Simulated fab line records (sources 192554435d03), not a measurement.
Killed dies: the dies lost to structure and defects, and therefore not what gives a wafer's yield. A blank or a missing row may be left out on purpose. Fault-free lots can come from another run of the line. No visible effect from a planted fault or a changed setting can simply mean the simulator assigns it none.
A struck lot beside a sound one ; flow n5_finfet ; 24 steps out of a route of 1938
Sound: these wafers, L954.4, L954.5, L954.6. Wafers L946.1, L946.2, L946.4 were the ones struck. The cause comes at the end.
Order at every step that has rows: each side's tool, ch and its chambers, its first start. Under that, the readings that differ: sound wafers ; struck wafers ; difference of the means ; sigmas: that difference in standard deviations of wafers without a fault.
alike: same words and numbers on both sides, and readings whose means sit less than 2 such deviations apart. not compared: any withheld reading, any reading some wafer has no value for, any bound like >300 that may hide the same value, and any number with overlapping values for which the record gives no deviation.
The two part at a step that has a row with sigmas, a row that says differs or no value, or rows on one side only. When numbers do not overlap yet have no deviation, they are printed without sigmas and do not part them. A reading missing from all wafers of one side parts the sides only when that side holds two or more wafers.

first, 9 steps without rows for these wafers: N5_MOL_CONTACT_COAG_CMP_23 (polishes, stops on SiO2, t overpolish 1.5 s, target thk 0 nm); N5_MOL_CONTACT_COAG_WET_ETCH_26 (target Co, target depth 13 nm); N5_MOL_CONTACT_COAG_WET_ETCH_116 (etches the open film in SC1-inhibited, target depth 4.6 nm, rinse time 30 s); N5_MOL_CONTACT_COAG_ALD_27 (deposits SiOC, target thk 17 nm, pulse time 1.5 s, time 2720 s); N5_MOL_CONTACT_COAG_CMP_28 (polishes, stops on SiNx, t overpolish 0.85 s, target thk 14.522 nm); N5_MOL_CONTACT_COAG_ALD_123 (deposits SiNx, target thk 5 nm, pulse time 1 s, purge time 2 s); N5_MOL_CONTACT_COAG_PECVD_31 (deposits SiO2 from TEOS/O2, target thk 46 nm, time 8.9 s); N5_MOL_CONTACT_COAG_COAT_75 (time 60 s, resist thk 60 nm); N5_MOL_CONTACT_COAG_COAT_76 (time 60 s, resist thk 10 nm).
N5_MOL_CONTACT_COAG_COAT_77: time 60 s, resist thk 10 nm.
  sound on litho_track-03 ch 0, day 9 15:56; struck on litho_track-02 ch 0, day 7 13:01
reading;sound;struck;difference;sigmas
spin_speed_rpm (rpm);1499.0 1501.1 1501.3;1387.8 1387.9 1388.1;-112.5;-99 or more
model.underlayer_of_MOL_CONTACT_COAG_COAT_77.thk_nm (nm);10 10 10;10.4 10.4 10.4;+0.4;
then, 7 steps without rows for these wafers: N5_MOL_CONTACT_COAG_COAT_78 (resist thk 40 nm); N5_MOL_CONTACT_COAG_EBR_80; N5_MOL_CONTACT_COAG_SOFTBAKE_79 (time 60 s); N5_MOL_CONTACT_COAG_EXPOSE_81 (exposes mask VG, defocus 0 nm); N5_MOL_CONTACT_COAG_PEB_82 (peb time 60 s); N5_MOL_CONTACT_COAG_DEVELOP_83 (develop time 30 s); N5_MOL_CONTACT_COAG_DESCUM_88 (chemistry O2, time 7 s).
N5_MOL_CONTACT_COAG_ETCH_89: etches underlayer in N2/H2, target depth 13 nm, time 10.4 s.
  sound on rie_diel-01 ch 1,2, day 9 16:27; struck on rie_diel-01 ch 0,2,3, day 7 13:27
reading;sound;struck;difference;sigmas
etch_rf_on_time_s (s);10.26 10.36 10.69;11.18 10.92 11.23;+0.67;+3
model.CAR-EUV_of_MOL_CONTACT_COAG_COAT_78.thk_nm (nm);24.6 24.6 24.6;24 24.2 24.2;+0;
model.etch.depth_nm (nm);10 10.02 9.99;10.42 10.45 10.45;+0.44;
  alike: drypump_motor_current_A, n2_flow_sccm, oes_product_au, rf_vpp_V, showerhead_plenum_p_Torr, throttle_valve_pct
  not compared: rf_hours_counter_h
then, 2 steps without rows for these wafers: N5_MOL_CONTACT_COAG_ETCH_90 (etches SiARC in CF4, target depth 13 nm, time 21.7 s); N5_MOL_CONTACT_COAG_ALD_131 (deposits SiO2, target thk 5 nm, pulse time 1 s, co reactant pulse time 1 s).
N5_MOL_CONTACT_COAG_ETCHBACK_132: etches SiO2 in CHF3, target depth 10 nm, time 6.7 s.
  sound on rie_diel-01 ch 0,1,3, day 9 16:44; struck on rie_diel-03 ch 1,2,3, day 7 13:50
reading;sound;struck;difference;sigmas
model.CAR-EUV_of_MOL_CONTACT_COAG_COAT_78.thk_nm (nm);15.6 15.6 15.4;15 15.2 15.2;+0;
  alike: CHF3_flow_sccm, drypump_motor_current_A, oes_f_703_au, oes_product_au, rf_vpp_V, showerhead_plenum_p_Torr, throttle_valve_pct
  not compared: rf_hours_counter_h
then, 1 step without rows for these wafers: N5_MOL_CONTACT_COAG_ETCH_91 (etches SOC in N2/H2, target depth 60 nm, overetch 21 nm, time 101.2 s).
-- a jump in the record: the struck wafers' starts before and after are 3 days apart (it breaks off in module MOL_CONTACT_COAG and resumes in module BEOL_M4, where the first step shown is number 1111 of the route) --
N5_BEOL_M4_RC_MEAS_101:
  sound on prober-01 ch 0, day 13 06:04; struck on prober-01 ch 0, day 10 08:58
reading;sound;struck;difference;sigmas
VT_N (mV);255 254 257;252 246 248;-7;-2
  alike: DIBL_N, DIBL_P, IOFF_N, IOFF_P, ION_N, ION_P, SS_N, SS_P, VT_P
-- here the record skips 4 days between the struck wafers' starts before and after, leaving off in module BEOL_M4 and picking up in module PASSIVATION (first step shown: number 1936 of the route) --
N5_PASSIVATION_PROBE_49:
  struck on prober-02, day 14 16:04; sound on prober-02, day 17 13:35
  alike: defect_limited_yield, killed_at_M0_to_M3, killed_at_M4_up, killed_at_contacts, killed_at_front_end, killed_at_other, killed_dies, killed_open, killed_short, sort_bin_5_function, sort_bin_6_memory, sort_bin_8_speed, sort_n_pass, sort_yield_pct

## WHERE THEY PART
Earliest at N5_MOL_CONTACT_COAG_COAT_77; latest, in this record, at N5_BEOL_M4_RC_MEAS_101. Later steps at which nothing parts them and some readings are alike: N5_PASSIVATION_PROBE_49.

WHY: the cause the simulator had injected
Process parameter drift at N5_MOL_CONTACT_COAG_COAT_77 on litho_track-02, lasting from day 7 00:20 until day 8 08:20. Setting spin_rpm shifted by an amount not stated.
